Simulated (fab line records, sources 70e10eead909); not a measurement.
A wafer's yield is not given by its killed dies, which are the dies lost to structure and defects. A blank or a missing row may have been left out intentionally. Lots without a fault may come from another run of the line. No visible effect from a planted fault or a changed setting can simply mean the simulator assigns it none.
fab line records    flow nand_harc
record lots=12  wafers=36  last_day=31
route steps=1302 shown A_CHANNEL_FILL_D1@500 A_M0@1161 A_M1@1187 A_BONDPAD@1227 END@1302
lots with no fault: from the same line, run without faults
start_h: hours from the record's first day to the start of the lot's first wafer shown    wait_h: hours since the lot's step before    " repeats the value in the row above    L1.1+2: several wafers, shown together as one row    - no value, or no start given    * or withheld: withheld    < > ~ a bound
route shown NAME@n: NAME is a module with steps in the file, n the number in the route of the first one    usual: average and standard deviation across the fault-free wafers    same: alike in all rows    chamber/n: place in a boat    sites: the reading at each site    _std_site: the values' standard deviation    _edge_site: inner sites' mean taken away from outer sites' mean    radius_mm: how far each site lies from the wafer's centre    mask NAME#n: copy n    behind: the last tool/chamber to shape the wafer    hold: what put the lot on hold/how long, in hours/how the hold closed    device: names the non-switching transistor (n, p or np)    end of line: the tests these same wafers got at the end of their route    step lacking rows: just its recipe    killed: not the wafer's yield, but the dies lost to structure and defects at the first sort    map: shows each die of a wafer: x if killed, . if not, _ if none is there
set.NAME: the setting as run; set.NAME@STEP: as run at that earlier step    model.NAME: the simulator's own value behind a step, which no gauge read
the route's steps for a sample of lots (tables are steps, rows are wafers)
services: a tool's chamber out of use, with start hour (start_h, from the record's first day; less than 0 if before it), hours out, and reason
## steps
# step NHARC_A_CHANNEL_FILL_D1_ETCHBACK_20
# recipe target_depth_a=270  time_s=13.5  c4f8_flow_sccm=withheld  o2_flow_sccm=8  ar_flow_sccm=withheld  rf_w=600  bias_w=1500  chemistry=C4F8/O2/Ar
# usual oes_product_au=0.97/0.038  rf_vpp_V=976/4.3
lot.wafer  tool         chamber  start_h  wait_h  oes_product_au  rf_hours_counter_h  rf_vpp_V
L846.1     rie_diel-13  2        221.86   -       0.99            1.8                 976
L846.6     "            3        "        "       1.01            -                   980
L846.5     "            0        "        "       0.99            -                   969
L848.3     rie_diel-03  1        237.23   -       0.94            7.7                 969
L848.4     "            2        "        "       0.94            7.8                 982
L848.1     "            3        "        "       0.94            7.0                 975
L849.3     rie_diel-13  2        237.23   -       0.99            3.1                 976
L849.5     "            2        "        "       0.99            -                   977
L849.6     "            3        "        "       1.01            -                   979
L850.1     rie_diel-03  1        252.07   -       1.01            8.3                 969
L850.4     "            2        "        "       1.01            8.5                 982
L850.5     "            1        "        "       1.01            -                   969
L851.4     rie_diel-13  3        265.80   -       0.93            3.4                 981
L851.3     "            0        "        "       0.91            4.0                 971
L851.6     "            1        "        "       0.93            -                   971
L853.2     rie_diel-13  1        287.91   -       1.00            5.7                 973
L853.1     "            2        "        "       0.97            5.5                 975
L853.5     "            2        "        "       0.97            -                   974
L854.1     rie_diel-03  3        291.10   -       1.01            0                   975
L854.3     "            1        "        "       1.00            0                   969
L854.6     "            3        "        "       1.01            -                   975
L857.3     rie_diel-02  1        323.16   -       0.94            4.8                 977
L857.6     "            3        "        "       0.93            -                   973
L857.5     "            0        "        "       0.90            -                   982
L858.2     rie_diel-03  0        323.18   -       0.99            2.1                 976
L858.6     "            1        "        "       0.98            -                   969
L858.5     "            2        "        "       1.00            -                   984
L862.1     rie_diel-13  1        372.30   -       1.00            1.0                 972
L862.4     "            3        "        "       1.00            0.6                 979
L862.2     "            0        "        "       1.01            0.9                 971
L863.2     rie_diel-13  3        386.17   -       0.99            0.9                 980
L863.4     "            1        "        "       1.01            1.3                 972
L863.3     "            2        "        "       0.99            1.0                 974
L864.3     rie_diel-13  0        393.36   -       1.00            1.6                 968
L864.1     "            2        "        "       0.99            1.3                 976
L864.6     "            0        "        "       1.00            -                   969
# step NHARC_A_M0_ANNEAL_30
# recipe temp_c=225  time_s=90
# usual anneal_temp_c_max=226.30/0.24  wafer_temp_C_max=226.0/0.38
lot.wafer  tool           chamber  start_h  wait_h  anneal_temp_c_max  wafer_temp_C_max
L848.1     rtp_anneal-02  0        540.20   0.3     226.09             225.8
L848.3     "              0        "        "       226.04             225.6
L848.4     "              0        "        "       225.89             225.8
L849.3     rtp_anneal-02  0        546.40   -       226.25             225.6
L849.5     "              0        "        "       226.39             225.8
L849.6     "              0        "        "       226.21             225.7
L846.1     rtp_anneal-01  0        551.77   -       226.39             226.3
L846.5     "              0        "        "       226.30             226.0
L846.6     "              0        "        "       226.98             226.3
L850.1     rtp_anneal-02  0        560.75   -       226.69             225.6
L850.4     "              0        "        "       226.40             225.7
L850.5     "              0        "        "       226.21             225.6
L851.3     rtp_anneal-01  0        567.57   -       226.29             226.0
L851.4     "              0        "        "       226.16             226.2
L851.6     "              0        "        "       226.33             226.3
L853.1     rtp_anneal-02  0        584.92   -       226.37             225.5
L853.2     "              0        "        "       226.02             225.6
L853.5     "              0        "        "       226.35             225.7
L854.1     rtp_anneal-01  0        594.34   -       226.28             225.9
L854.3     "              0        "        "       226.02             226.2
L854.6     "              0        "        "       226.38             225.7
L858.2     rtp_anneal-01  0        622.33   -       226.50             227.1
L858.5     "              0        "        "       226.22             226.5
L858.6     "              0        "        "       226.10             226.4
L857.3     rtp_anneal-01  0        628.42   -       226.47             226.5
L857.5     "              0        "        "       226.74             226.3
L857.6     "              0        "        "       226.24             226.6
L863.2     rtp_anneal-02  0        681.01   0.4     226.18             225.5
L863.3     "              0        "        "       226.24             225.6
L863.4     "              0        "        "       226.98             225.6
L862.1     rtp_anneal-01  0        682.37   0.3     226.37             226.5
L862.2     "              0        "        "       226.34             226.0
L862.4     "              0        "        "       226.16             226.1
L864.1     rtp_anneal-01  0        697.80   -       225.91             226.2
L864.3     "              0        "        "       226.80             226.4
L864.6     "              0        "        "       226.00             226.1
# step NHARC_A_M1_ETCH_28
# recipe target_depth_a=300  over_etch_frac=0.3  time_s=72.99  ion_energy_ev=150  cf4_flow_sccm=50  n2_flow_sccm=100  ar_flow_sccm=150  rf_w=300  bias_w=100  chemistry=CF4/N2
# usual drypump_motor_current_A=5.6/0.39  oes_product_au=0.997/0.012  rf_vpp_V=314.8/2  showerhead_plenum_p_Torr=2.66/0.12  throttle_valve_pct=19.795/0.0097
lot.wafer  tool         chamber  start_h  wait_h  drypump_motor_current_A  oes_product_au  rf_hours_counter_h  rf_vpp_V  showerhead_plenum_p_Torr  throttle_valve_pct
L848.1     rie_diel-04  2        -        -       6.2                      0.988           0.1                 315.6     2.70                      19.795
L848.3     "            3        "        "       4.9                      0.992           0.1                 313.1     2.64                      19.782
L848.4     "            0        "        "       5.9                      1.011           -                   311.8     2.46                      19.778
L849.3     rie_diel-04  2        -        -       6.2                      0.996           0.3                 314.1     2.70                      19.792
L849.5     "            3        "        "       4.9                      0.976           -                   314.8     2.64                      19.808
L849.6     "            0        "        "       5.9                      1.020           -                   312.7     2.46                      19.806
L846.1     rie_diel-01  1        -        -       5.6                      0.995           9.5                 313.5     2.63                      19.794
L846.5     "            2        "        "       5.7                      1.004           -                   313.7     2.60                      19.799
L846.6     "            3        "        "       5.1                      1.000           -                   311.4     2.45                      19.804
L850.1     rie_diel-04  0        -        -       5.9                      1.007           1.7                 310.7     2.46                      19.809
L850.4     "            1        "        "       5.2                      0.989           0.2                 316.3     2.77                      19.809
L850.5     "            0        "        "       5.9                      1.005           -                   311.1     2.46                      19.788
L851.3     rie_diel-01  0        -        -       5.8                      0.997           0.3                 316.9     2.79                      19.789
L851.4     "            0        "        "       5.8                      0.997           -                   317.0     2.79                      19.789
L851.6     "            2        "        "       5.7                      0.986           -                   314.4     2.60                      19.798
L853.2     rie_diel-10  0        -        -       5.1                      1.019           4.1                 315.0     2.73                      19.802
L853.1     "            1        "        "       5.8                      0.998           4.0                 316.7     2.78                      19.788
L853.5     "            3        "        "       5.3                      0.994           -                   315.9     2.81                      19.796
L854.3     rie_diel-04  0        -        -       5.9                      1.005           3.7                 311.2     2.46                      19.801
L854.1     "            3        "        "       4.9                      0.982           3.8                 313.4     2.64                      19.793
L854.6     "            0        "        "       5.9                      1.011           -                   310.8     2.46                      19.802
L858.2     rie_diel-10  1        -        -       5.8                      1.003           1.3                 314.9     2.78                      19.784
L858.5     "            0        "        "       5.1                      1.030           -                   314.0     2.73                      19.803
L858.6     "            1        "        "       5.8                      0.993           -                   316.0     2.78                      19.799
L857.3     rie_diel-10  2        -        -       6.1                      1.013           1.1                 315.3     2.66                      19.800
L857.6     "            3        "        "       5.3                      0.985           -                   317.1     2.81                      19.797
L857.5     "            0        "        "       5.1                      1.033           -                   314.5     2.73                      19.793
L863.2     rie_diel-10  3        -        -       5.4                      0.986           2.3                 316.7     2.81                      19.800
L863.3     "            2        "        "       6.1                      0.996           2.4                 315.8     2.66                      19.787
L863.4     "            2        "        "       6.1                      0.999           -                   314.7     2.66                      19.800
L862.2     rie_diel-10  3        -        -       5.4                      0.997           2.4                 316.6     2.81                      19.801
L862.1     "            1        "        "       5.8                      1.000           2.5                 318.3     2.78                      19.805
L862.4     "            1        "        "       5.8                      1.005           -                   316.6     2.78                      19.782
L864.3     rie_diel-01  2        -        -       5.7                      0.992           6.8                 314.9     2.59                      19.796
L864.1     "            3        "        "       5.1                      0.994           5.7                 311.0     2.45                      19.808
L864.6     "            2        "        "       5.7                      0.986           -                   312.9     2.59                      19.807
# step NHARC_A_BONDPAD_PVD_17
# recipe target_thk_a=50  bias_v=168.6  power_w=15000  chamber_pressure_pa=0.12  time_s=8.06  substrate_temp_c=50  material=TaN
# usual bias_v=168.5/1.6  cathode_dc_power_W=15000/2.7  throttle_valve_pct=30.1/0.76
lot.wafer  tool            chamber  start_h  wait_h  bias_v  cathode_dc_power_W  throttle_valve_pct
L848.3     pvd_sputter-02  -        -        -       168.8   15000               30.6
L848.4     "               -        "        "       169.8   14996               28.8
L848.1     "               -        "        "       167.1   15000               30.0
L849.3     pvd_sputter-03  -        -        -       169.2   14999               29.4
L849.5     "               -        "        "       166.9   15001               30.6
L849.6     "               -        "        "       168.5   14999               30.9
L846.1     pvd_sputter-02  -        -        -       167.2   15002               30.4
L846.6     "               -        "        "       168.9   14996               28.7
L846.5     "               -        "        "       167.4   15003               30.3
L850.1     pvd_sputter-02  -        -        -       168.6   15004               29.9
L850.4     "               -        "        "       170.4   14999               30.5
L850.5     "               -        "        "       166.0   14997               28.7
L851.3     pvd_sputter-03  -        -        -       168.8   14997               29.2
L851.4     "               -        "        "       166.2   14998               30.6
L851.6     "               -        "        "       167.0   14997               29.7
L853.2     pvd_sputter-01  -        -        -       169.5   15000               30.5
L853.1     "               -        "        "       166.9   15006               28.9
L853.5     "               -        "        "       171.4   15001               30.8
L854.3     pvd_sputter-03  -        -        -       168.8   14998               29.3
L854.1     "               -        "        "       169.3   14999               29.5
L854.6     "               -        "        "       170.3   15002               29.6
L858.2     pvd_sputter-02  -        -        -       169.1   15001               30.6
L858.6     "               -        "        "       169.9   14994               29.9
L858.5     "               -        "        "       169.1   14995               30.4
L857.3     pvd_sputter-03  -        -        -       170.4   14995               29.1
L857.5     "               -        "        "       171.4   15000               30.7
L857.6     "               -        "        "       168.5   14999               30.7
L863.3     pvd_sputter-01  -        -        -       164.6   14998               29.6
L863.2     "               -        "        "       166.6   14999               28.9
L863.4     "               -        "        "       169.3   15002               30.7
L862.1     pvd_sputter-02  -        -        -       168.5   15004               30.1
L862.2     "               -        "        "       167.5   14995               29.7
L862.4     "               -        "        "       170.2   15002               30.8
L864.1     pvd_sputter-02  -        -        -       166.8   15001               30.0
L864.3     "               -        "        "       170.4   15006               30.7
L864.6     "               -        "        "       169.9   15001               30.5
# step NHARC_END_SORT_01
# recipe temp_c=25
# usual killed_at_array=58/20  killed_at_other=1.0/1.2  killed_at_periphery=4.1/3  killed_dies=63/20  killed_open=3.2/1.7  killed_short=2.5/1.5
# same gross_dies=677
lot.wafer  tool       chamber  start_h  wait_h  killed_at_array  killed_at_other  killed_at_periphery  killed_dies  killed_open  killed_short
L863.2     prober-01  0        719.41   2.8     151              0                2                    153          4            5
L863.3     prober-01  0        720.22   3.1     149              0                3                    152          2            5
L863.4     prober-01  0        721.03   3.4     137              0                0                    137          2            3
L864.1     prober-02  0        735.06   2.5     116              0                1                    117          4            1
L864.3     prober-02  0        736.68   3.1     115              0                3                    118          4            5
L864.6     prober-02  0        739.10   4.0     111              0                3                    114          3            3
# killed by level:class
L863.2 A_CHANNEL_FILL_D1:unspecified=73 A_SLIT:chamber_film_flake=23 A_CHANNEL_HOLE_D1:chamber_film_flake=21 A_CHANNEL_HOLE_D2:chamber_film_flake=19 A_CHANNEL_FILL_D2:chamber_film_flake=4 A_STAIRCASE:chamber_film_flake=3 A_WL_FILL:geometric_particle:short=2 P_M0:geometric_particle:open=1
L863.3 A_CHANNEL_FILL_D1:unspecified=53 A_SLIT:chamber_film_flake=33 A_CHANNEL_HOLE_D1:chamber_film_flake=30 A_CHANNEL_HOLE_D2:chamber_film_flake=21 A_CONTACT:chamber_film_flake=3 A_CHANNEL_FILL_D1:geometric_particle:short=2 A_BLC:geometric_particle:open=2 P_M1:chamber_film_flake=2
L863.4 A_CHANNEL_FILL_D1:unspecified=68 A_CHANNEL_HOLE_D2:chamber_film_flake=23 A_CHANNEL_HOLE_D1:chamber_film_flake=19 A_SLIT:chamber_film_flake=14 A_CONTACT:chamber_film_flake=5 A_CHANNEL_FILL_D2:chamber_film_flake=2 A_ONON_D1:geometric_particle:short=1 A_ONON_D1:geometric_particle:open=1
L864.1 A_CHANNEL_FILL_D1:unspecified=45 A_SLIT:chamber_film_flake=37 A_CHANNEL_HOLE_D1:chamber_film_flake=17 A_CONTACT:chamber_film_flake=7 A_DECK1_JOINT:chamber_film_flake=2 A_ONON_D2:geometric_particle:open=1 A_SGD_CUT:geometric_particle:open=1 A_WL_FILL:geometric_particle:short=1
L864.3 A_CHANNEL_FILL_D1:unspecified=49 A_SLIT:chamber_film_flake=39 A_CHANNEL_HOLE_D1:chamber_film_flake=14 A_CONTACT:chamber_film_flake=4 A_ONON_D1:geometric_particle:open=2 A_M0:geometric_particle:short=2 P_GATE:geometric_particle:short=1 P_CONTACT:geometric_particle:short=1
L864.6 A_CHANNEL_FILL_D1:unspecified=56 A_SLIT:chamber_film_flake=27 A_CHANNEL_HOLE_D1:chamber_film_flake=13 A_CONTACT:chamber_film_flake=7 A_STAIRCASE:chamber_film_flake=2 P_CONTACT:geometric_particle:short=1 P_M2:geometric_particle:open=1 A_CHANNEL_FILL_D1:geometric_particle:open=1
## services
tool            chamber  start_h  hours  kind
pvd_sputter-02  -        235.94   1.2    repair
rie_diel-10     -        242.50   9.0    pm
rie_diel-13     3        249.14   13.6   repair
rie_diel-13     1        258.48   1.5    repair
pvd_sputter-02  -        282.00   10.0   pm
rie_diel-10     0        306.95   2.5    repair
rie_diel-13     -        342.00   9.0    pm
rie_diel-10     1        344.21   23.4   repair
rie_diel-10     -        360.90   2.5    repair
rtp_anneal-01   -        372.00   12.0   pm
rie_diel-13     3        387.48   1.3    repair
rie_diel-10     1        393.56   1.5    repair
rie_diel-10     -        419.50   9.0    pm
pvd_sputter-02  -        430.79   3.4    repair
rie_diel-13     1        455.85   7.9    repair
rie_diel-10     2        458.77   3.1    repair
pvd_sputter-02  -        460.00   10.0   pm
rie_diel-13     2        498.41   1.5    repair
rie_diel-13     -        519.00   9.0    pm
rie_diel-10     -        586.59   0.7    repair
rie_diel-10     1        594.11   4.1    repair
rie_diel-10     -        596.50   9.0    pm
pvd_sputter-02  -        638.00   10.0   pm
rie_diel-13     -        696.00   9.0    pm
## key
first_sign step=NHARC_END_SORT_01  reading=killed_at_array  direction=up  sigmas=3.6  usual=58  struck=130
effect step=NHARC_END_SORT_01  reading=killed_dies  direction=up  sigmas=3.5  usual=63  struck=132
more_kills_born_at NHARC_A_CHANNEL_FILL_D1_ETCHBACK_20@rie_diel-13=341
met_at NHARC_A_CHANNEL_FILL_D1_ETCHBACK_20
struck_lots L863,L864
tester_left_out L863,L864
not_acting_at NHARC_A_M0_ANNEAL_30,NHARC_A_M1_ETCH_28,NHARC_A_BONDPAD_PVD_17
onset_between 372.30 386.17
also_fits time
fault kind=chamber_particle_source  tool=rie_diel-13  chamber=-  onset_h=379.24  steps=NHARC_A_CHANNEL_FILL_D1_ETCHBACK_20  rate_per_visit_cm2=0.48346  end_h=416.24
# tester_left_out: of these lots the tester's yield and bins aren't shown, on N5 and GAA mostly nor the transistor test; their killed dies are dies lost to structure and defects alone, not to doping, threshold or leakage, so they don't give the yield
